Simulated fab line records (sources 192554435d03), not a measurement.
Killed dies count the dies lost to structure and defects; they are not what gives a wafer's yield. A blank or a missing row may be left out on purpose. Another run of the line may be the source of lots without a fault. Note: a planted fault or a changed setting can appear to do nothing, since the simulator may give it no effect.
Matching of chambers -- flow n5 finfet -- N5_BEOL_M11_ETCH_62 on rie diel-05 has 4 sister chambers
The step etches SOC in N2/H2, target depth 110 nm, overetch 22 nm, time 165 s. 8 wafers are shown with their chamber, then 7 later ones without.

WAFERS, EACH WITH ITS CHAMBER
wafer,chamber,showerhead plenum p Torr (Torr),rf vpp V (V)
L074.6,1,2.63,526.8
L078.4,2,2.67,527.6
L084.5,2,2.66,526.1
L083.2,1,2.62,526.6
L083.3,3,2.41,519.4
L083.6,0,2.40,519.8
L088.2,3,2.41,519.7
L088.5,0,2.39,521.0

WAFERS WITHOUT THEIR CHAMBER
wafer,showerhead plenum p Torr (Torr),rf vpp V (V)
L088.6,2.41,519.7
L087.1,2.66,525.3
L087.2,2.41,519.5
L087.6,2.66,524.2
L097.4,2.61,524.5
L097.5,2.40,520.8
L097.6,2.65,526.1

CHAMBER TAKEN BY EACH
wafer,from the rows above,in truth
L088.6,3,3
L087.1,2,2
L087.2,3,3
L087.6,2,2
L097.4,1,1
L097.5,can't be placed: 0 or 3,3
L097.6,can't be placed: 2 or 1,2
5 of 7 placed correctly. From these rows, 2 cannot be placed; in 2 the true chamber is one of the candidates. Number placed wrongly: 0.
How it was worked out, from the rows above alone: a wafer's distance from a chamber is the root of the sum, over the readings, of the square of ((its reading less the chamber's mean) divided by the reading's scatter). The wafer belongs to the nearest chamber; if the next one is less than 2 further off, it can't be placed. For every chamber, the mean is computed from those of its wafers that are shown. How the scatter is found: for the shown wafers, subtract from each reading the mean of its chamber, square and add these, divide the total by (wafers less chambers), then take the root.
